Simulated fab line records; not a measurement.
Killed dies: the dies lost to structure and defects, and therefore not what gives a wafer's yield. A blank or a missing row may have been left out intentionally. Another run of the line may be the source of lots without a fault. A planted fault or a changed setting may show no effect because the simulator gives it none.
fab line records ; flow n5-finfet
[record] lots = 10; wafers = 30; last-day = 19
route steps=1938 shown BEOL_M9@1459 BEOL_M10@1474 PASSIVATION@1936
lots that met no fault: from a run of the same line without faults
start-h: hours from the record's first day to the start of the lot's first wafer shown ; wait-h: hours elapsed since this lot's preceding step ; " the same as in the row above ; L1.1+2: one row covering several wafers at once ; - either no value or no given start ; * or withheld: withheld ; < > ~ a bound
route shown NAME@n: a module of which the file shows steps, and the number in the route of the first ; usual: average and standard deviation across the fault-free wafers ; same: alike in all rows ; chamber/n: place in a boat ; sites: readings site by site ; _std_site: the standard deviation of these ; _edge_site: the outer-site mean with the inner-site mean subtracted ; radius-mm: for every site, how far away it sits from the centre of the wafer ; mask NAME#n: copy n ; behind: the tool/chamber that last shaped the wafer ; hold: reason for holding the lot/hours on hold/outcome of the hold ; device: names the non-switching transistor (n, p or np) ; end of line: the tests these same wafers got at the end of their route ; a step given without rows: its recipe and nothing more ; killed: at the first sort, the dies lost to defects and structure; wafer yield is something else ; map: a wafer's dies, x killed, . not, _ none there
set.NAME: the setting that was run; set.NAME@STEP: the one run at that earlier step ; model.NAME: the simulator's own value behind a step, which no gauge read
route steps across a sampled set of lots; one table per step, one row per wafer
services: a tool's chamber out of use, with start hour (start-h, from the record's first day; less than 0 if before it), hours out, and reason
[[steps]]
[step N5_BEOL_M9_SURFACE_TREAT_79]
[recipe] gas = Ar; time-s = *; ion-energy-ev = *; ion-current-ma-cm2 = 0.5; pressure-mtorr = *; ar-flow-sccm = 30
[usual] throttle-valve-pct = *
lot.wafer;tool;chamber;start-h;wait-h;throttle-valve-pct
L709.1;pvd-sputter-02;-;257.12;0.3;*
L709.3;pvd-sputter-02;-;257.12;0.3;*
L709.6;pvd-sputter-02;-;257.12;0.3;*
L711.1;pvd-sputter-02;-;269.94;0.5;*
L711.4;pvd-sputter-02;-;269.94;0.5;*
L711.5;pvd-sputter-02;-;269.94;0.5;*
L713.1;pvd-sputter-01;-;291.77;0.3;*
L713.3;pvd-sputter-01;-;291.77;0.3;*
L713.4;pvd-sputter-01;-;291.77;0.3;*
L714.1;pvd-sputter-01;-;295.85;0.2;*
L714.4;pvd-sputter-01;-;295.85;0.2;*
L714.6;pvd-sputter-01;-;295.85;0.2;*
L717.3;pvd-sputter-01;-;322.51;0.2;*
L717.4;pvd-sputter-01;-;322.51;0.2;*
L717.6;pvd-sputter-01;-;322.51;0.2;*
L722.1;pvd-sputter-01;-;331.46;0.2;*
L722.2;pvd-sputter-01;-;331.46;0.2;*
L722.5;pvd-sputter-01;-;331.46;0.2;*
L720.2;pvd-sputter-01;-;332.04;0.2;*
L720.3;pvd-sputter-01;-;332.04;0.2;*
L720.4;pvd-sputter-01;-;332.04;0.2;*
L723.1;pvd-sputter-02;-;365.60;0.2;*
L723.3;pvd-sputter-02;-;365.60;0.2;*
L723.6;pvd-sputter-02;-;365.60;0.2;*
L728.1;pvd-sputter-03;-;392.00;0.5;*
L728.4;pvd-sputter-03;-;392.00;0.5;*
L728.6;pvd-sputter-03;-;392.00;0.5;*
L729.1;pvd-sputter-03;-;396.67;0.3;*
L729.2;pvd-sputter-03;-;396.67;0.3;*
L729.5;pvd-sputter-03;-;396.67;0.3;*
[step N5_BEOL_M10_HM_DEP_02]
[recipe] material = TiN; target-thk-a = 200; temp-c = 25; chamber-pressure-pa = 0.49996
[usual] throttle-valve-pct = 29.9/1.1
lot.wafer;tool;chamber;start-h;wait-h;throttle-valve-pct
L709.1;pvd-sputter-02;-;260.04;0.5;29.8
L709.3;pvd-sputter-02;-;260.04;0.5;31.6
L709.6;pvd-sputter-02;-;260.04;0.5;32.0
L711.1;pvd-sputter-03;-;273.63;0.0;28.4
L711.4;pvd-sputter-03;-;273.63;0.0;29.0
L711.5;pvd-sputter-03;-;273.63;0.0;30.6
L713.1;pvd-sputter-03;-;295.14;0.9;28.9
L713.3;pvd-sputter-03;-;295.14;0.9;30.8
L713.4;pvd-sputter-03;-;295.14;0.9;30.9
L714.1;pvd-sputter-01;-;299.48;1.8;29.7
L714.4;pvd-sputter-01;-;299.48;1.8;27.6
L714.6;pvd-sputter-01;-;299.48;1.8;31.0
L717.3;pvd-sputter-03;-;326.33;1.9;30.6
L717.4;pvd-sputter-03;-;326.33;1.9;29.0
L717.6;pvd-sputter-03;-;326.33;1.9;29.0
L722.1;pvd-sputter-03;-;334.61;0.5;30.7
L722.2;pvd-sputter-03;-;334.61;0.5;30.5
L722.5;pvd-sputter-03;-;334.61;0.5;28.4
L720.2;pvd-sputter-01;-;335.22;0.3;30.0
L720.3;pvd-sputter-01;-;335.22;0.3;29.7
L720.4;pvd-sputter-01;-;335.22;0.3;30.9
L723.1;pvd-sputter-03;-;369.37;1.9;30.6
L723.3;pvd-sputter-03;-;369.37;1.9;29.1
L723.6;pvd-sputter-03;-;369.37;1.9;30.6
L728.1;pvd-sputter-01;-;394.93;0.4;30.8
L728.4;pvd-sputter-01;-;394.93;0.4;29.7
L728.6;pvd-sputter-01;-;394.93;0.4;30.8
L729.1;pvd-sputter-01;-;400.05;1.3;29.7
L729.2;pvd-sputter-01;-;400.05;1.3;27.7
L729.5;pvd-sputter-01;-;400.05;1.3;29.9
[step N5_BEOL_M10_COAT_60]
[recipe] resist = SiARC; temp-c = 220; time-s = 60; spin-rpm = 1500; resist-thk-nm = 30
[usual] heater-power-total-W = 427.6/2.2; resist-line-temp-C = 23.00/0.099; spin-speed-rpm = 1500.0/1
lot.wafer;tool;chamber;start-h;wait-h;heater-power-total-W;resist-line-temp-C;spin-speed-rpm
L709.1;litho-track-01;0;260.17;-;426.4;22.76;1499.8
L709.3;litho-track-01;0;260.17;-;427.8;22.93;1500.4
L709.6;litho-track-01;0;260.17;-;427.9;22.98;1500.4
L711.1;litho-track-03;0;273.76;-;424.6;22.90;1499.3
L711.4;litho-track-03;0;273.76;-;427.3;22.79;1500.9
L711.5;litho-track-03;0;273.76;-;431.0;22.86;1500.3
L713.1;litho-track-03;0;295.27;-;429.5;22.97;1499.9
L713.3;litho-track-03;0;295.27;-;430.9;22.96;1499.4
L713.4;litho-track-03;0;295.27;-;426.0;22.92;1498.9
L714.1;litho-track-05;0;299.61;-;424.1;23.20;1499.3
L714.4;litho-track-05;0;299.61;-;429.0;22.99;1498.8
L714.6;litho-track-05;0;299.61;-;424.1;23.04;1498.8
L717.3;litho-track-03;0;326.46;-;430.3;23.03;1500.0
L717.4;litho-track-03;0;326.46;-;429.1;23.05;1500.0
L717.6;litho-track-03;0;326.46;-;429.3;23.03;1499.7
L722.1;litho-track-01;0;334.74;-;428.2;22.95;1500.0
L722.2;litho-track-01;0;334.74;-;428.5;23.11;1500.0
L722.5;litho-track-01;0;334.74;-;431.0;23.13;1499.4
L720.2;litho-track-05;0;335.35;-;428.6;23.02;1500.1
L720.3;litho-track-05;0;335.35;-;424.3;23.07;1501.6
L720.4;litho-track-05;0;335.35;-;430.9;22.95;1500.0
L723.1;litho-track-05;0;369.50;-;430.9;23.10;1498.6
L723.3;litho-track-05;0;369.50;-;430.9;23.09;1497.9
L723.6;litho-track-05;0;369.50;-;428.4;23.08;1500.1
L728.1;litho-track-05;0;395.06;-;425.7;23.14;1836.4
L728.4;litho-track-05;0;395.06;-;430.6;23.06;1834.3
L728.6;litho-track-05;0;395.06;-;427.3;23.03;1836.2
L729.1;litho-track-05;0;400.20;-;427.5;22.95;1836.0
L729.2;litho-track-05;0;400.20;-;430.9;22.89;1837.4
L729.5;litho-track-05;0;400.20;-;424.8;23.15;1835.6
[step N5_BEOL_M10_CD_MEAS_11]
[recipe] target-cd-nm = 64.1; landing-energy-ev = 500; detector = se-inlens; polarity = opening
[usual] cd-nm = 64.2/0.53
lot.wafer;tool;chamber;start-h;wait-h;cd-nm
L709.1;cd-sem-01;0;260.54;-;64.4
L709.3;cd-sem-01;0;260.54;-;64.7
L709.6;cd-sem-01;0;260.54;-;65.6
L711.1;cd-sem-03;0;274.12;-;64.9
L711.4;cd-sem-03;0;274.12;-;64.9
L711.5;cd-sem-03;0;274.12;-;65.0
L713.1;cd-sem-02;0;295.51;-;64.4
L713.3;cd-sem-02;0;295.51;-;64.2
L713.4;cd-sem-02;0;295.51;-;64.2
L714.1;cd-sem-03;0;299.98;-;64.1
L714.4;cd-sem-03;0;299.98;-;63.7
L714.6;cd-sem-03;0;299.98;-;64.1
L717.3;cd-sem-03;0;326.83;-;63.4
L717.4;cd-sem-03;0;326.83;-;62.8
L717.6;cd-sem-03;0;326.83;-;64.2
L722.1;cd-sem-01;0;335.14;-;64.6
L722.2;cd-sem-01;0;335.14;-;65.2
L722.5;cd-sem-01;0;335.14;-;64.5
L720.2;cd-sem-03;0;335.72;-;65.5
L720.3;cd-sem-03;0;335.72;-;64.5
L720.4;cd-sem-03;0;335.72;-;64.5
L723.1;cd-sem-02;0;369.86;-;63.3
L723.3;cd-sem-02;0;369.86;-;63.2
L723.6;cd-sem-02;0;369.86;-;63.7
L728.1;cd-sem-03;0;395.43;-;64.3
L728.4;cd-sem-03;0;395.43;-;64.2
L728.6;cd-sem-03;0;395.43;-;64.2
L729.1;cd-sem-01;0;400.44;-;63.6
L729.2;cd-sem-01;0;400.44;-;62.9
L729.5;cd-sem-01;0;400.44;-;63.6
[step N5_BEOL_M10_ETCH_61]
[recipe] chemistry = CF4; target = SiARC; target-depth-a = 390; mask-material = CAR-ArF; time-s = 65; ion-energy-ev = 80; pressure-mtorr = 40; source-w = 545; bias-w = 36; Ar_flow_sccm = 100; cf4-flow-sccm = 100; ends = cleared
[usual] cf4-flow-sccm = 100.0/0.31; chamber-pressure-mTorr = 40.00/0.035; drypump-motor-current-A = 5.9/0.48; etch-rf-on-time-s = 65.9/1.1; oes-product-au = 0.69/0.077; rf-vpp-V = 184.2/1.3; showerhead-plenum-p-Torr = 2.15/0.083; throttle-valve-pct = 15.5/0.36
lot.wafer;tool;chamber;start-h;wait-h;cf4-flow-sccm;chamber-pressure-mTorr;drypump-motor-current-A;etch-rf-on-time-s;oes-product-au;rf-hours-counter-h;rf-vpp-V;showerhead-plenum-p-Torr;throttle-valve-pct
L709.1;rie-diel-03;2;261.04;0.0;100.2;40.01;5.3;65.4;0.63;157;183.6;2.05;15.4
L709.3;rie-diel-03;3;261.04;0.0;100.3;39.99;6.5;66.8;0.59;237;184.0;2.19;15.7
L709.6;rie-diel-03;0;261.04;0.0;100.3;39.99;5.6;64.2;0.85;-;186.6;2.28;15.2
L711.1;rie-diel-04;0;274.25;0.0;99.6;40.01;6.0;66.5;0.62;172;183.5;2.14;16.1
L711.4;rie-diel-04;3;274.25;0.0;99.8;39.94;5.2;66.2;0.79;9;186.3;2.27;15.1
L711.5;rie-diel-04;2;274.25;0.0;100.3;40.01;5.6;67.2;0.58;-;182.7;2.04;16.0
L713.1;rie-diel-04;0;295.63;0.0;100.0;39.98;6.0;66.2;0.61;181;185.3;2.13;16.1
L713.3;rie-diel-04;2;295.63;0.0;100.1;40.02;5.6;67.0;0.58;233;181.7;2.04;16.0
L713.4;rie-diel-04;3;295.63;0.0;99.8;39.95;5.2;66.4;0.76;17;186.4;2.27;15.1
L714.1;rie-diel-04;0;300.49;0.0;100.4;40.03;6.0;66.3;0.61;184;183.5;2.13;16.1
L714.4;rie-diel-04;0;300.49;0.0;100.4;39.91;6.0;65.8;0.61;-;185.5;2.13;16.1
L714.6;rie-diel-04;1;300.49;0.0;99.7;40.02;6.4;66.7;0.70;-;183.3;2.17;15.3
L717.3;rie-diel-01;1;327.19;0.0;100.5;39.97;5.8;64.3;0.71;76;184.2;2.07;15.7
L717.4;rie-diel-01;0;327.19;0.0;99.5;39.98;6.4;66.4;0.58;247;184.1;2.20;16.0
L717.6;rie-diel-01;0;327.19;0.0;99.7;40.08;6.4;66.7;0.58;-;183.8;2.20;16.0
L722.1;rie-diel-01;2;335.57;0.0;99.9;40.00;6.6;65.1;0.61;205;182.6;2.04;16.1
L722.2;rie-diel-01;3;335.57;0.0;100.2;40.01;6.0;63.2;0.72;94;183.0;2.08;15.3
L722.5;rie-diel-01;0;335.57;0.0;100.5;39.98;6.4;66.5;0.58;-;185.5;2.20;16.0
L720.2;rie-diel-01;1;336.31;0.0;100.5;40.02;5.8;65.0;0.70;79;183.3;2.07;15.7
L720.3;rie-diel-01;3;336.31;0.0;100.1;39.97;6.0;64.1;0.71;94;183.0;2.08;15.3
L720.4;rie-diel-01;2;336.31;0.0;100.0;40.04;6.5;66.1;0.60;-;183.4;2.04;16.1
L723.1;rie-diel-03;3;369.99;0.0;99.7;40.06;6.5;65.1;0.78;14;183.8;2.18;15.2
L723.3;rie-diel-03;1;369.99;0.0;100.3;40.03;5.2;66.2;0.72;61;184.4;2.17;15.3
L723.6;rie-diel-03;3;369.99;0.0;99.4;40.01;6.5;65.2;0.79;-;184.4;2.18;15.2
L728.1;rie-diel-04;3;395.55;0.0;99.8;40.01;5.2;59.4;0.72;56;185.7;2.25;15.2
L728.4;rie-diel-04;1;395.55;0.0;100.2;40.04;6.4;60.0;0.68;91;184.0;2.15;15.3
L728.6;rie-diel-04;2;395.55;0.0;100.0;40.02;5.6;58.3;0.80;-;186.8;2.28;15.6
L729.1;rie-diel-04;1;400.98;0.0;100.4;40.01;6.4;60.1;0.67;93;184.2;2.15;15.3
L729.2;rie-diel-04;3;400.98;0.0;99.6;39.99;5.2;60.1;0.71;57;186.5;2.25;15.2
L729.5;rie-diel-04;0;400.98;0.0;100.1;39.94;6.0;59.7;0.58;-;184.4;2.12;16.1
[step N5_PASSIVATION_PROBE_49]
[usual] defect-limited-yield = 91.5/1.4; killed_at_M0_to_M3 = 34/11; killed_at_M4_up = 15/6; killed-at-contacts = 11/5.9; killed-at-front-end = 37/11; killed-at-other = 3.6/2.9; killed-dies = 101/17; killed-open = 66/12; killed-short = 33/7.8; sort_bin_5_function = 5.0/0.97; sort_bin_6_memory = 3.2/0.65; sort_bin_8_speed = 0.02/0.2; sort-n-pass = 1079/17; sort-yield-pct = 91.4/1.4
[same] gross-dies = 1180; killed-at-back-side = 0; sort_bin_4_leakage[%] = 0
lot.wafer;tool;chamber;start-h;wait-h;defect-limited-yield[%];killed_at_M0_to_M3;killed_at_M4_up;killed-at-contacts;killed-at-front-end;killed-at-other;killed-dies;killed-open;killed-short;sort_bin_5_function[%];sort_bin_6_memory[%];sort_bin_8_speed[%];sort-n-pass;sort-yield-pct[%]
L711.1;prober-01;-;327.62;0.0;92.5;24;6;2;52;4;88;56;28;4.2;3.0;0;1092;92.5
L711.4;prober-01;-;327.77;0.2;92.0;39;10;12;27;6;94;65;28;5.2;2.5;0;1086;92.0
L711.5;prober-01;-;327.82;0.2;91.6;33;11;11;36;8;99;70;26;5.3;2.7;0;1081;91.6
L714.1;prober-02;-;354.61;0.0;93.6;16;20;9;29;1;75;56;17;3.7;2.4;0;1105;93.6
L714.4;prober-02;-;354.76;0.2;93.1;27;15;6;34;0;82;50;29;4.2;2.6;0;1098;93.1
L714.6;prober-02;-;354.86;0.3;92.4;29;13;5;43;0;90;60;27;3.7;3.5;0;1090;92.4
L722.1;prober-01;-;392.37;0.0;91.4;44;13;8;36;0;101;63;37;5.3;3.0;0;1079;91.4
L722.2;prober-01;-;392.42;0.1;92.6;17;16;9;40;5;87;55;32;4.5;2.7;0;1093;92.6
L722.5;prober-01;-;392.57;0.2;91.3;43;18;7;31;4;103;69;32;5.3;2.9;0;1077;91.3
L720.2;prober-02;-;401.85;0.1;91.3;43;15;12;32;1;103;69;32;4.3;4.2;0;1077;91.3
L720.3;prober-02;-;401.90;0.1;93.9;17;12;6;37;0;72;48;24;4.2;1.5;0;1108;93.9
L720.4;prober-02;-;401.95;0.2;94.2;19;14;5;25;5;68;42;25;3.8;1.6;0;1112;94.2
L729.1;prober-01;-;454.88;0.0;89.3;48;17;19;38;4;126;70;51;5.6;4.2;0;1054;89.3
L729.2;prober-01;-;454.93;0.1;92.4;34;13;8;33;2;90;53;33;4.1;3.1;0;1090;92.4
L729.5;prober-01;-;455.08;0.2;90.5;55;20;6;30;1;112;82;29;5.1;4.2;0.08;1067;90.4
// killed by level:class
L711.1 STI_FIN_REVEAL:geometric-particle:open=13 DUMMY_GATE:geometric-particle:open=9 FIN_SAQP:geometric-particle:short=7 FIN_SAQP:geometric-particle:open=6 BEOL_M3:geometric-particle:open=6 BEOL_M0_SAQP:geometric-particle:open=6 STARTING-WAFER:geometric-particle:short=6 GATE_CUT:geometric-particle:short=5
L711.4 BEOL_M2:geometric-particle:open=14 MOL_CONTACT_COAG:geometric-particle:open=8 BEOL_M0_SAQP:geometric-particle:open=7 FIN_SAQP:geometric-particle:open=6 DUMMY_GATE:geometric-particle:open=6 BEOL_M3:geometric-particle:open=6 BEOL_M0_SAQP:geometric-particle:short=5 BEOL_M2:geometric-particle:short=4
L711.5 MOL_CONTACT_COAG:geometric-particle:open=11 DUMMY_GATE:geometric-particle:open=8 BEOL_M0_SAQP:geometric-particle:open=7 BEOL_M3:geometric-particle:open=7 FIN_SAQP:geometric-particle:short=6 BEOL_M1:geometric-particle:open=6 BEOL_M4:geometric-particle:open=6 FIN_SAQP:geometric-particle:open=5
L714.1 BEOL_M4:geometric-particle:open=10 FIN_SAQP:geometric-particle:open=9 MOL_CONTACT_COAG:geometric-particle:open=7 GATE_CUT:geometric-particle:open=5 GATE_CUT:geometric-particle:short=4 BEOL_M6:geometric-particle:open=4 BEOL_M1:geometric-particle:open=4 BEOL_M2:geometric-particle:open=4
L714.4 BEOL_M2:geometric-particle:short=9 MOL_CONTACT_COAG:geometric-particle:open=6 FIN_SAQP:geometric-particle:short=5 BEOL_M4:geometric-particle:open=5 STARTING-WAFER:geometric-particle:open=5 STI_FIN_REVEAL:geometric-particle:open=4 GATE_CUT:geometric-particle:open=4 BEOL_M2:geometric-particle:open=4
L714.6 FIN_SAQP:geometric-particle:short=10 BEOL_M4:geometric-particle:open=8 STI_FIN_REVEAL:geometric-particle:open=7 DUMMY_GATE:geometric-particle:open=7 BEOL_M3:geometric-particle:open=7 BEOL_M0_SAQP:geometric-particle:open=6 BEOL_M2:geometric-particle:short=6 FIN_SAQP:geometric-particle:open=5
L722.1 BEOL_M0_SAQP:geometric-particle:short=19 STI_FIN_REVEAL:geometric-particle:open=10 BEOL_M0_SAQP:geometric-particle:open=9 BEOL_M1:geometric-particle:open=7 BEOL_M4:geometric-particle:open=7 DUMMY_GATE:geometric-particle:open=6 FIN_SAQP:geometric-particle:open=5 BEOL_M3:geometric-particle:open=5
L722.2 STI_FIN_REVEAL:geometric-particle:open=8 BEOL_M4:geometric-particle:open=8 GATE_CUT:geometric-particle:short=7 MOL_CONTACT_COAG:geometric-particle:open=7 FIN_SAQP:geometric-particle:open=6 DUMMY_GATE:geometric-particle:open=4 GATE_CUT:geometric-particle:open=4 BEOL_M3:geometric-particle:open=4
L722.5 BEOL_M4:geometric-particle:open=13 BEOL_M0_SAQP:geometric-particle:short=10 BEOL_M3:geometric-particle:open=10 BEOL_M2:geometric-particle:open=9 STI_FIN_REVEAL:geometric-particle:open=8 MOL_CONTACT_COAG:geometric-particle:open=6 BEOL_M0_SAQP:geometric-particle:open=6 FIN_SAQP:geometric-particle:open=5
L720.2 MOL_CONTACT_COAG:geometric-particle:open=12 BEOL_M2:geometric-particle:open=9 BEOL_M0_SAQP:geometric-particle:short=8 GATE_CUT:geometric-particle:open=6 BEOL_M3:geometric-particle:open=6 FIN_SAQP:geometric-particle:open=5 BEOL_M2:geometric-particle:short=5 BEOL_M0:geometric-particle:open=5
L720.3 STI_FIN_REVEAL:geometric-particle:open=7 BEOL_M4:geometric-particle:open=7 BEOL_M3:geometric-particle:open=7 GATE_CUT:geometric-particle:short=5 GATE_CUT:geometric-particle:open=5 ILD0:geometric-particle:open=4 MOL_CONTACT_COAG:geometric-particle:open=4 BEOL_M7:geometric-particle:open=4
L720.4 BEOL_M4:geometric-particle:open=6 GATE_CUT:geometric-particle:open=5 BEOL_M0_SAQP:geometric-particle:short=5 MOL_CONTACT_COAG:geometric-particle:open=4 BEOL_M3:geometric-particle:open=4 FIN_SAQP:geometric-particle:short=3 STI_FIN_REVEAL:geometric-particle:open=3 BEOL_M2:geometric-particle:short=3
L729.1 BEOL_M0_SAQP:geometric-particle:short=16 MOL_CONTACT_COAG:geometric-particle:open=14 BEOL_M0_SAQP:geometric-particle:open=12 STI_FIN_REVEAL:geometric-particle:open=9 BEOL_M3:geometric-particle:open=8 GATE_CUT:geometric-particle:short=6 GATE_CUT:geometric-particle:open=6 BEOL_M4:geometric-particle:open=6
L729.2 BEOL_M0_SAQP:geometric-particle:short=15 STI_FIN_REVEAL:geometric-particle:open=9 BEOL_M0_SAQP:geometric-particle:open=7 BEOL_M4:geometric-particle:open=7 STARTING-WAFER:geometric-particle:open=6 MOL_CONTACT_COAG:geometric-particle:open=5 FIN_SAQP:geometric-particle:open=4 GATE_CUT:geometric-particle:short=4
L729.5 BEOL_M0_SAQP:geometric-particle:open=15 BEOL_M4:geometric-particle:open=15 STI_FIN_REVEAL:geometric-particle:open=9 BEOL_M0_SAQP:geometric-particle:short=9 BEOL_M1:geometric-particle:open=8 BEOL_M3:geometric-particle:open=8 FIN_SAQP:geometric-particle:short=6 MOL_CONTACT_COAG:geometric-particle:open=6
[[services]]
tool;chamber;start-h;hours;kind
rie-diel-01;0;236.26;2.0;repair
rie-diel-03;0;237.96;-;clean
rie-diel-03;0;237.96;-;consumable-replace:focus-ring
rie-diel-03;0;237.96;-;consumable-replace:showerhead
rie-diel-03;0;237.96;22.2;scheduled-down
rie-diel-01;1;242.72;9.3;repair
rie-diel-03;1;252.93;10.3;repair
litho-track-03;-;272.45;-;consumable-replace:filter
rie-diel-04;2;296.24;7.2;repair
rie-diel-01;0;335.79;-;clean
rie-diel-01;0;335.79;-;consumable-replace:focus-ring
rie-diel-03;0;346.69;3.6;repair
rie-diel-04;2;349.27;-;clean
rie-diel-04;2;349.27;-;consumable-replace:focus-ring
rie-diel-04;2;349.27;-;consumable-replace:showerhead
rie-diel-04;2;349.27;16.0;scheduled-down
rie-diel-04;2;349.27;16.0;vent-cycle
rie-diel-03;3;355.22;1.7;repair
rie-diel-03;0;357.58;3.6;repair
rie-diel-04;0;357.66;5.9;repair
litho-track-03;-;373.28;-;consumable-replace:filter
rie-diel-03;-;374.21;0.7;repair
pvd-sputter-02;-;382.94;2.5;repair
litho-track-03;-;385.02;-;consumable-replace:filter
[[key]]
[first-sign] step = N5_BEOL_M10_COAT_60; reading = spin-speed-rpm; direction = up; sigmas = 99+; usual = *; struck = *
[effect] step = N5_BEOL_M10_ETCH_61; reading = etch-rf-on-time-s; direction = down; sigmas = 5.9; usual = *; struck = *
met-at N5_BEOL_M10_COAT_60
struck-lots L728,L729
not-acting-at N5_BEOL_M9_SURFACE_TREAT_79,N5_BEOL_M10_HM_DEP_02,N5_BEOL_M10_CD_MEAS_11
onset-between 369.50 395.06
[fault] kind = process-parameter-drift; tool = litho-track-05; chamber = -; onset-h = 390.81; steps = N5_BEOL_M10_COAT_60; channel = spin-rpm; offset = *; shape = step; end-h = 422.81; acts-in = *; stated = *
